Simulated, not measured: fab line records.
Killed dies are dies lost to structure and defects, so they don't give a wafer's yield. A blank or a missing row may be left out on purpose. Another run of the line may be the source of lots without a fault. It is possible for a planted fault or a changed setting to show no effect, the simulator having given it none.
Which tool was responsible? || flow n5Finfet || 12 lots with 36 wafers sampled at 4 steps, on a route of 1938 steps

## WHAT THE GAUGES SHOWED, per wafer
N5_BEOL_M7_OVL_MEAS_12. Usual: M7_OVL 0.2 nm, standard deviation 0.77.
{"lot": "L801", "measured": "day 10 17:23", "on": "overlay-02", "M7_OVL (nm)": "0.5 -0.1 0.3", "flag": ""}
{"lot": "L804", "measured": "day 11 16:29", "on": "overlay-01", "M7_OVL (nm)": "0.8 0.4 -0.1", "flag": ""}
{"lot": "L805", "measured": "day 12 01:49", "on": "overlay-02", "M7_OVL (nm)": "1.2 1.2 1.1", "flag": ""}
{"lot": "L811", "measured": "day 13 02:22", "on": "overlay-02", "M7_OVL (nm)": "1.0 0.9 1.3", "flag": ""}
{"lot": "L812", "measured": "day 13 22:10", "on": "overlay-02", "M7_OVL (nm)": "1.5 0.7 0.9", "flag": ""}
{"lot": "L814", "measured": "day 13 23:54", "on": "overlay-02", "M7_OVL (nm)": "-0.4 -0.5 -0.5", "flag": ""}
{"lot": "L815", "measured": "day 14 02:04", "on": "overlay-02", "M7_OVL (nm)": "0.7 0.3 -0.1", "flag": ""}
{"lot": "L819", "measured": "day 15 11:51", "on": "overlay-02", "M7_OVL (nm)": "1.9 0.4 0.7", "flag": ""}
{"lot": "L820", "measured": "day 15 12:00", "on": "overlay-01", "M7_OVL (nm)": "0.1 0.1 -0.1", "flag": ""}
{"lot": "L822", "measured": "day 17 03:05", "on": "overlay-02", "M7_OVL (nm)": "-1.7 0.1 0.3", "flag": ""}
{"lot": "L824", "measured": "day 17 08:28", "on": "overlay-01", "M7_OVL (nm)": "-1.4 -0.3 -0.6", "flag": ""}
{"lot": "L821", "measured": "day 17 08:31", "on": "overlay-02", "M7_OVL (nm)": "0.0 0.4 -0.6", "flag": ""}

## WHICH TOOL RAN EACH LOT (tool, then ch and the chambers of the sampled wafers, then the start)
{"lot": "L801", "N5_BEOL_M6_CURE_75": "uvCure-01 ch 2, day 10 13:23", "N5_BEOL_M6_ALD_77": "aldMetal-01 ch 0,2,3, day 10 14:00", "N5_BEOL_M7_COAT_59": "lithoTrack-04 ch 0, day 10 17:06"}
{"lot": "L804", "N5_BEOL_M6_CURE_75": "uvCure-02 ch 2, day 11 12:48", "N5_BEOL_M6_ALD_77": "aldMetal-02 ch 0,1,3, day 11 13:16", "N5_BEOL_M7_COAT_59": "lithoTrack-01 ch 0, day 11 16:12"}
{"lot": "L805", "N5_BEOL_M6_CURE_75": "uvCure-01 ch 0, day 11 21:14", "N5_BEOL_M6_ALD_77": "aldMetal-04 ch 0,1,3, day 11 21:49", "N5_BEOL_M7_COAT_59": "lithoTrack-04 ch 0, day 12 01:24"}
{"lot": "L811", "N5_BEOL_M6_CURE_75": "uvCure-01 ch 1, day 12 19:22", "N5_BEOL_M6_ALD_77": "aldMetal-01 ch 0,1,3, day 12 19:49", "N5_BEOL_M7_COAT_59": "lithoTrack-04 ch 0, day 13 01:57"}
{"lot": "L812", "N5_BEOL_M6_CURE_75": "uvCure-03 ch 1, day 13 17:17", "N5_BEOL_M6_ALD_77": "aldMetal-02 ch 1,2,3, day 13 17:55", "N5_BEOL_M7_COAT_59": "lithoTrack-04 ch 0, day 13 21:53"}
{"lot": "L814", "N5_BEOL_M6_CURE_75": "uvCure-02 ch 1, day 13 20:06", "N5_BEOL_M6_ALD_77": "aldMetal-01 ch 0,2, day 13 20:43", "N5_BEOL_M7_COAT_59": "lithoTrack-03 ch 0, day 13 23:37"}
{"lot": "L815", "N5_BEOL_M6_CURE_75": "uvCure-03 ch 2, day 13 20:44", "N5_BEOL_M6_ALD_77": "aldMetal-01 ch 0,1, day 13 21:41", "N5_BEOL_M7_COAT_59": "lithoTrack-01 ch 0, day 14 01:40"}
{"lot": "L819", "N5_BEOL_M6_CURE_75": "uvCure-02 ch 2, day 15 06:56", "N5_BEOL_M6_ALD_77": "aldMetal-04 ch 1,3, day 15 07:22", "N5_BEOL_M7_COAT_59": "lithoTrack-03 ch 0, day 15 11:26"}
{"lot": "L820", "N5_BEOL_M6_CURE_75": "uvCure-01 ch 0, day 15 07:15", "N5_BEOL_M6_ALD_77": "aldMetal-04 ch 0,1,2, day 15 07:44", "N5_BEOL_M7_COAT_59": "lithoTrack-01 ch 0, day 15 11:43"}
{"lot": "L822", "N5_BEOL_M6_CURE_75": "uvCure-01 ch 0, day 16 22:42", "N5_BEOL_M6_ALD_77": "aldMetal-02 ch 0,2,3, day 16 23:11", "N5_BEOL_M7_COAT_59": "lithoTrack-01 ch 0, day 17 02:40"}
{"lot": "L824", "N5_BEOL_M6_CURE_75": "uvCure-03 ch 0, day 17 02:35", "N5_BEOL_M6_ALD_77": "aldMetal-01 ch 1,2,3, day 17 02:58", "N5_BEOL_M7_COAT_59": "lithoTrack-03 ch 0, day 17 08:04"}
{"lot": "L821", "N5_BEOL_M6_CURE_75": "uvCure-02 ch 2, day 17 02:46", "N5_BEOL_M6_ALD_77": "aldMetal-02 ch 1,2,3, day 17 03:21", "N5_BEOL_M7_COAT_59": "lithoTrack-01 ch 0, day 17 08:14"}
- N5_BEOL_M6_CURE_75: cures SiCOH lowk, time 120 s.
- N5_BEOL_M6_ALD_77: deposits TaN, target thk 2 nm, pulse time 2 s, purge time 3 s.
- N5_BEOL_M7_COAT_59: time 60 s, resist thk 100 nm.

## WHAT THE TOOLS THEMSELVES READ (means of the sampled wafers that have a number; where no wafer has one, the mark that the record gives instead)
N5_BEOL_M6_CURE_75. Usual: lampPowerPct 52.32 %, standard deviation 0.055; wafer_temp_C_max 371.5, standard deviation 0.5.
{"lot": "L801", "tool": "uvCure-01", "lampPowerPct (%)": 52.33, "wafer_temp_C_max": 371.6, "flag": ""}
{"lot": "L804", "tool": "uvCure-02", "lampPowerPct (%)": 52.30, "wafer_temp_C_max": 372.3, "flag": ""}
{"lot": "L805", "tool": "uvCure-01", "lampPowerPct (%)": 52.33, "wafer_temp_C_max": 371.1, "flag": ""}
{"lot": "L811", "tool": "uvCure-01", "lampPowerPct (%)": 52.36, "wafer_temp_C_max": 371.4, "flag": ""}
{"lot": "L812", "tool": "uvCure-03", "lampPowerPct (%)": 52.36, "wafer_temp_C_max": 371.7, "flag": ""}
{"lot": "L814", "tool": "uvCure-02", "lampPowerPct (%)": 52.31, "wafer_temp_C_max": 371.9, "flag": ""}
{"lot": "L815", "tool": "uvCure-03", "lampPowerPct (%)": 52.34, "wafer_temp_C_max": 371.4, "flag": ""}
{"lot": "L819", "tool": "uvCure-02", "lampPowerPct (%)": 52.32, "wafer_temp_C_max": 371.7, "flag": ""}
{"lot": "L820", "tool": "uvCure-01", "lampPowerPct (%)": 52.31, "wafer_temp_C_max": 371.1, "flag": ""}
{"lot": "L822", "tool": "uvCure-01", "lampPowerPct (%)": 52.35, "wafer_temp_C_max": 371.4, "flag": ""}
{"lot": "L824", "tool": "uvCure-03", "lampPowerPct (%)": 52.30, "wafer_temp_C_max": 371.1, "flag": ""}
{"lot": "L821", "tool": "uvCure-02", "lampPowerPct (%)": 52.31, "wafer_temp_C_max": 371.9, "flag": ""}

N5_BEOL_M6_ALD_77. Usual: heaterPowerW 429 W, standard deviation 47; precursorVesselCarrierSccm 1000 sccm, standard deviation 3.1.
{"lot": "L801", "tool": "aldMetal-01", "heaterPowerW (W)": 391, "precursorVesselCarrierSccm (sccm)": 999, "flag": ""}
{"lot": "L804", "tool": "aldMetal-02", "heaterPowerW (W)": 446, "precursorVesselCarrierSccm (sccm)": 999, "flag": ""}
{"lot": "L805", "tool": "aldMetal-04", "heaterPowerW (W)": 413, "precursorVesselCarrierSccm (sccm)": 1002, "flag": ""}
{"lot": "L811", "tool": "aldMetal-01", "heaterPowerW (W)": 382, "precursorVesselCarrierSccm (sccm)": 1002, "flag": ""}
{"lot": "L812", "tool": "aldMetal-02", "heaterPowerW (W)": 482, "precursorVesselCarrierSccm (sccm)": 1003, "flag": ""}
{"lot": "L814", "tool": "aldMetal-01", "heaterPowerW (W)": 397, "precursorVesselCarrierSccm (sccm)": 1000, "flag": ""}
{"lot": "L815", "tool": "aldMetal-01", "heaterPowerW (W)": 410, "precursorVesselCarrierSccm (sccm)": 1002, "flag": ""}
{"lot": "L819", "tool": "aldMetal-04", "heaterPowerW (W)": 439, "precursorVesselCarrierSccm (sccm)": 1001, "flag": ""}
{"lot": "L820", "tool": "aldMetal-04", "heaterPowerW (W)": 393, "precursorVesselCarrierSccm (sccm)": 1002, "flag": ""}
{"lot": "L822", "tool": "aldMetal-02", "heaterPowerW (W)": 454, "precursorVesselCarrierSccm (sccm)": 999, "flag": ""}
{"lot": "L824", "tool": "aldMetal-01", "heaterPowerW (W)": 395, "precursorVesselCarrierSccm (sccm)": 1001, "flag": ""}
{"lot": "L821", "tool": "aldMetal-02", "heaterPowerW (W)": 480, "precursorVesselCarrierSccm (sccm)": 999, "flag": ""}

N5_BEOL_M7_COAT_59. Usual: chillPlateTempC 23.02 C, standard deviation 0.11; spinSpeedRpm 1500.1 rpm, standard deviation 0.88.
{"lot": "L801", "tool": "lithoTrack-04", "chillPlateTempC (C)": 22.77, "spinSpeedRpm (rpm)": 1500.4, "flag": ""}
{"lot": "L804", "tool": "lithoTrack-01", "chillPlateTempC (C)": 23.08, "spinSpeedRpm (rpm)": 1500.1, "flag": ""}
{"lot": "L805", "tool": "lithoTrack-04", "chillPlateTempC (C)": 23.04, "spinSpeedRpm (rpm)": 1498.5, "flag": ""}
{"lot": "L811", "tool": "lithoTrack-04", "chillPlateTempC (C)": 22.88, "spinSpeedRpm (rpm)": 1600.8, "flag": "OFF"}
{"lot": "L812", "tool": "lithoTrack-04", "chillPlateTempC (C)": 23.06, "spinSpeedRpm (rpm)": 1602.4, "flag": "OFF"}
{"lot": "L814", "tool": "lithoTrack-03", "chillPlateTempC (C)": 23.05, "spinSpeedRpm (rpm)": 1499.6, "flag": ""}
{"lot": "L815", "tool": "lithoTrack-01", "chillPlateTempC (C)": 23.10, "spinSpeedRpm (rpm)": 1499.1, "flag": ""}
{"lot": "L819", "tool": "lithoTrack-03", "chillPlateTempC (C)": 23.00, "spinSpeedRpm (rpm)": 1499.7, "flag": ""}
{"lot": "L820", "tool": "lithoTrack-01", "chillPlateTempC (C)": 22.99, "spinSpeedRpm (rpm)": 1501.2, "flag": ""}
{"lot": "L822", "tool": "lithoTrack-01", "chillPlateTempC (C)": 23.09, "spinSpeedRpm (rpm)": 1500.6, "flag": ""}
{"lot": "L824", "tool": "lithoTrack-03", "chillPlateTempC (C)": 23.00, "spinSpeedRpm (rpm)": 1499.3, "flag": ""}
{"lot": "L821", "tool": "lithoTrack-01", "chillPlateTempC (C)": 22.91, "spinSpeedRpm (rpm)": 1500.3, "flag": ""}

## THE ANSWER, worked out from the rows above alone
Rule: take the mean of a lot's wafers that have a number; if it is more than 3 standard deviations from the usual mean, the lot is off. Also off: a lot with no number at a reading for which 4 or more lots have one. Any other lot the step has rows for is counted as sound. First the gauges in route order, then the tools' own readings, where a lot's mean is used as printed above. The first step at which some lot is off is used, and at that step the reading that is off furthest; a lot without a number counts as furthest.
Off, at N5_BEOL_M7_COAT_59 on spinSpeedRpm: L811, L812.
A tool fits if, at that step or a process step before it, it ran every lot that is off, and no sound lot after the first of them. One candidate fits, namely lithoTrack-04 at N5_BEOL_M7_COAT_59. Its last sound lot is L805 (day 12 01:24), its first lot that is off L811 (day 13 01:57): a fault that began between those two fits.
The tool's own readings at N5_BEOL_M7_COAT_59 bear it out: on the lots that are off they differ by more than 5 times the standard deviation of the sound lots' means. spinSpeedRpm reads 1601.6 rpm there against 1499.9 rpm on the sound lots.

## WHAT WAS PUT IN BY THE SIMULATOR
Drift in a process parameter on lithoTrack-04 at N5_BEOL_M7_COAT_59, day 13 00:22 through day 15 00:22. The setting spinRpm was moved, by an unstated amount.
Lots struck among those shown: L811, L812. Same finding as the rule above.
